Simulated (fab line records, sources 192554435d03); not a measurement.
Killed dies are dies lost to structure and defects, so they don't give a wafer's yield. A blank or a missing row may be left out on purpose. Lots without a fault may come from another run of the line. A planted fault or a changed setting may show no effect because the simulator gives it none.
Split-lot experiment | flow n5_finfet | 7 lots, 39 wafers read, on a route of 1938 steps

THE SPLIT
At N5_SD_EPI_P_EPI_21 (deposits SiGe:B, time 355 s), the setting time_s was moved away from the recipe's 355 s on 9 of the 39 wafers read, by -6.4% to +6.1%. The other wafers ran this setting at the recipe's value.

FROM THE SPLIT TO THE READING: what the file shows between them, 5 steps
- N5_SD_EPI_P_HM_STRIP_48: strips SiNx in H3PO4, material SiNx, target depth 3 nm
- N5_SD_EPI_P_SRD_49: time 30 s
- N5_SD_EPI_P_PRECLEAN_24: cleans in O3/DIW, time 45 s
- N5_SD_ACTIVATION_RTA_00: time 0 s
- N5_SD_ACTIVATION_LSA_01: time 0.0008 s

THE READING
RS_SD_P, in ohm/sq, at N5_SD_ACTIVATION_RS_MEAS_03 (measures by four-point-probe). Fault-free wafers of this fab line usually give 56.1 ohm/sq, standard deviation 1.1 ohm/sq.

wafer  | tool, chamber at the split | time_s as run, s | against the recipe | RS_SD_P, ohm/sq | against lot-mates on the recipe
L080.1 | epi_rpcvd-03, 0            | 332.2            | -6.4%              | 60.6            | +2.3
L080.2 | epi_rpcvd-03, 0            | 355              | recipe             | 58.4            | -
L080.3 | epi_rpcvd-03, 0            | 332.2            | -6.4%              | 61.0            | +2.7
L080.4 | epi_rpcvd-03, 0            | 355              | recipe             | 57.9            | -
L080.5 | epi_rpcvd-03, 0            | 332.2            | -6.4%              | 61.9            | +3.6
L080.6 | epi_rpcvd-03, 0            | 355              | recipe             | 58.5            | -
L087.1 | epi_rpcvd-04, 0            | 376.5            | +6.1%              | 52.9            | -2.2
L087.2 | epi_rpcvd-04, 0            | 355              | recipe             | 54.9            | -
L087.3 | epi_rpcvd-04, 0            | 376.5            | +6.1%              | 53.0            | -2.1
L087.4 | epi_rpcvd-04, 0            | 355              | recipe             | 55.5            | -
L087.5 | epi_rpcvd-04, 0            | 376.5            | +6.1%              | 52.6            | -2.5
L087.6 | epi_rpcvd-04, 0            | 355              | recipe             | 54.9            | -
L089.1 | epi_rpcvd-03, 0            | 355              | recipe             | 55.8            | -
L089.2 | epi_rpcvd-03, 0            | 355              | recipe             | 55.5            | -
L089.3 | epi_rpcvd-03, 0            | 355              | recipe             | 55.9            | -
L089.4 | epi_rpcvd-03, 0            | 355              | recipe             | 55.4            | -
L089.5 | epi_rpcvd-03, 0            | 355              | recipe             | 56.4            | -
L089.6 | epi_rpcvd-03, 0            | 355              | recipe             | 56.3            | -
L090.1 | epi_rpcvd-04, 0            | 334.4            | -5.8%              | 58.6            | +2.8
L090.2 | epi_rpcvd-04, 0            | 355              | recipe             | 55.0            | -
L090.3 | epi_rpcvd-04, 0            | 355              | recipe             | 56.6            | -
L090.4 | epi_rpcvd-04, 0            | 355              | recipe             | 55.7            | -
L090.5 | epi_rpcvd-04, 0            | 334.4            | -5.8%              | 57.8            | +2.0
L090.6 | epi_rpcvd-04, 0            | 334.4            | -5.8%              | 57.6            | +1.8
L093.1 | epi_rpcvd-01, 0            | 355              | recipe             | 56.2            | -
L093.2 | epi_rpcvd-01, 0            | 355              | recipe             | 54.9            | -
L093.3 | epi_rpcvd-01, 0            | 355              | recipe             | 55.5            | -
L093.4 | epi_rpcvd-01, 0            | 355              | recipe             | 55.7            | -
L093.5 | epi_rpcvd-01, 0            | 355              | recipe             | 55.5            | -
L093.6 | epi_rpcvd-01, 0            | 355              | recipe             | 55.7            | -
L095.1 | epi_rpcvd-04, 0            | 355              | recipe             | 53.9            | -
L095.2 | epi_rpcvd-04, 0            | 355              | recipe             | 54.1            | -
L095.3 | epi_rpcvd-04, 0            | 355              | recipe             | 54.2            | -
L095.4 | epi_rpcvd-04, 0            | 355              | recipe             | 54.0            | -
L095.5 | epi_rpcvd-04, 0            | 355              | recipe             | 54.4            | -
L095.6 | epi_rpcvd-04, 0            | 355              | recipe             | 55.0            | -
L096.4 | epi_rpcvd-03, 0            | 355              | recipe             | 55.4            | -
L096.5 | epi_rpcvd-03, 0            | 355              | recipe             | 55.6            | -
L096.6 | epi_rpcvd-03, 0            | 355              | recipe             | 55.5            | -

THE FIT
A straight line over all 39 wafers: RS_SD_P changes by -0.588 ohm/sq for each +1% of time_s; r = -0.82; the points scatter about the line by 1.2 ohm/sq.
The same after taking each lot's own level away (the mean of its wafers on the recipe; 39 wafers): -0.404 ohm/sq for each +1%; r = -0.95; scatter 0.41 ohm/sq.
On that fit, the largest move of time_s shifts the reading by 2.6 ohm/sq.
The lots' own levels span 54.27 to 58.27 ohm/sq, that is 3.6 times the standard deviation above.
So the lot-to-lot level changes the slope: the two fits differ.
Check: with one of the wafers moved furthest among these (-6.4%) left out of the fit, the line predicts +2.67 ohm/sq for it against its lot-mates. It came out at +2.33 ohm/sq against them.

OTHER SPLITS ON THESE WAFERS
These wafers also went through other splits before the reading. Each is held against what the fit with the lots' levels taken away leaves over:
other split on the same wafers     | wafers away from the commonest value | r with RS_SD_P (lot level and that fit taken away)
N5_SD_EPI_N_EPI_21 dopant_conc_cm3 | 15                                   | +0.26

THE WHOLE CHAIN: every reading that the file lists as answering this split, in the file's order
step                        | what it does                                           | reading                                                                           | change (the file's fit)               | r (the file's)
N5_SD_EPI_P_EPI_21          | deposits SiGe:B, time 355 s                            | SiGe-B_of_SD_EPI_P_EPI_21.thk_nm (the simulator's own value, which no gauge read) | +0.398 nm for each +1% of the setting | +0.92
N5_SD_EPI_P_HM_STRIP_48     | strips SiNx in H3PO4, material SiNx, target depth 3 nm | SiGe-B_of_SD_EPI_P_EPI_21.thk_nm (the simulator's own value, which no gauge read) | +0.405 nm for each +1% of the setting | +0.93
N5_SD_ACTIVATION_RS_MEAS_03 | measures by four-point-probe                           | RS_SD_P                                                                           | -0.406 for each +1% of the setting    | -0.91

THE FILE'S OWN FIT
RS_SD_P changes by -0.406 ohm/sq for each +1% of time_s, r = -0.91.
